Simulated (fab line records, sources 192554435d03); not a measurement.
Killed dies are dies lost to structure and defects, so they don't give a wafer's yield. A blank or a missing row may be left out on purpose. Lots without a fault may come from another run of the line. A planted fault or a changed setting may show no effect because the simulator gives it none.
A struck lot beside a sound one | flow n5_finfet | 17 steps out of a route of 1938
Sound: wafers L936.1, L936.2, L936.5. Struck: wafer L932.2. (L932.3 of the same lot was not struck and is left out.) The cause comes at the end.
At each step with rows: each side's tool, then ch and its chambers, then its first start. Under that, the readings that differ: sound wafers | struck wafers | difference of the means | sigmas: that difference in standard deviations of wafers without a fault.
alike: readings whose means differ by less than 2 such deviations, and words and numbers that are the same on both sides. not compared: withheld readings, readings that some wafer has no value for, bounds like >300 that may hide the same value, and numbers for which the record gives no deviation and whose values overlap.
The two part at a step that has a row with sigmas, a row that says differs or no value, or rows on one side only. Numbers that don't overlap but have no deviation are shown without sigmas and don't part them. A reading that every wafer of one side lacks parts them only if that side has two wafers or more.

first, 4 steps without rows for these wafers: N5_BEOL_M8_HM_STRIP_39 (strips TiN in peroxide tin strip, target depth 25 nm, time 158 s); N5_BEOL_M8_SRD_40 (time 30 s); N5_BEOL_M8_PRECLEAN_42 (cleans in residue remover, time 60 s); N5_BEOL_M8_SRD_43 (time 30 s).
N5_BEOL_M8_CD_MEAS_35: target cd 40 nm.
  sound on cd_sem-02, day 13 19:47; struck on cd_sem-03, day 12 11:56
  alike: cd_nm
N5_BEOL_M8_CURE_75: cures SiCOH lowk, time 120 s.
  sound on uv_cure-03 ch 2, day 13 19:50; struck on uv_cure-02 ch 1, day 12 12:01
  alike: lamp_power_pct, wafer_temp_C_max
N5_BEOL_M8_DEGAS_44: time 60 s.
  sound on pvd_sputter-02, day 13 20:35; struck on pvd_sputter-03, day 12 12:20
  alike: heater_power_w
N5_BEOL_M8_PRE_CLEAN_45: time 30 s.
  sound on pvd_sputter-02, day 13 20:38; struck on pvd_sputter-03, day 12 12:22
  alike: heater_power_w
N5_BEOL_M8_ALD_77: deposits TaN, target thk 2 nm, pulse time 2 s, purge time 3 s.
  sound on ald_metal-03 ch 2,3, day 13 20:41; struck on ald_metal-04 ch 3, day 12 12:26
  alike: heater_power_w
N5_BEOL_M8_SURFACE_TREAT_79:
  sound on pvd_sputter-02, day 13 21:01; struck on pvd_sputter-03, day 12 12:46
  not compared: throttle_valve_pct
then, 2 steps without rows for these wafers: N5_BEOL_M8_CVD_78 (deposits Co from CCTBA/H2, target thk 2 nm, time 142.3 s); N5_BEOL_M8_SPUTTER_48 (material Cu, target thk 10 nm, time 1.667 s).
N5_BEOL_M8_ECD_50: material Cu, target thk 300 nm.
  sound on ecd_cu-01 ch 0,1, day 13 21:37; struck on ecd_cu-02 ch 0, day 12 14:30
  reading                                | sound             | struck | difference | sigmas
  model.Cu_of_BEOL_M8_ECD_50.thk_nm (nm) | 303.6 299.4 299.2 | 565.2  | +264.5     |
then, 1 step without rows for these wafers: N5_BEOL_M8_ANNEAL_51 (time 90 s).
N5_BEOL_M8_CMP_52: polishes, stops on SiCOH lowk, t overpolish 6.9 s, target thk 80 nm.
  sound on cmp-04 ch 1,2,3, day 13 22:13; struck on cmp-04 ch 2, day 12 15:04
  reading                | sound          | struck | difference | sigmas
  time_to_endpoint_s (s) | 60.6 61.5 62.1 | 112.9  | +51.5      | +21
  alike: motor_current_A
N5_BEOL_M8_THK_MEAS_53: measures by xrf.
  sound on film_metro-02, day 13 22:31; struck on film_metro-02, day 12 15:21
  alike: M8_THK
-- the record jumps here: 2 days lie between the struck wafers' starts before and after (it left off in module BEOL_M8 and takes up again in module PASSIVATION, whose first step shown is number 1936 of the route) --
N5_PASSIVATION_PROBE_49:
  the record has rows for the struck wafers here (prober-02, day 15 03:04) and none for the sound ones

WHERE THEY PART
First at N5_BEOL_M8_CMP_52; last, within this record, at N5_PASSIVATION_PROBE_49.

WHY: what the simulator had put in
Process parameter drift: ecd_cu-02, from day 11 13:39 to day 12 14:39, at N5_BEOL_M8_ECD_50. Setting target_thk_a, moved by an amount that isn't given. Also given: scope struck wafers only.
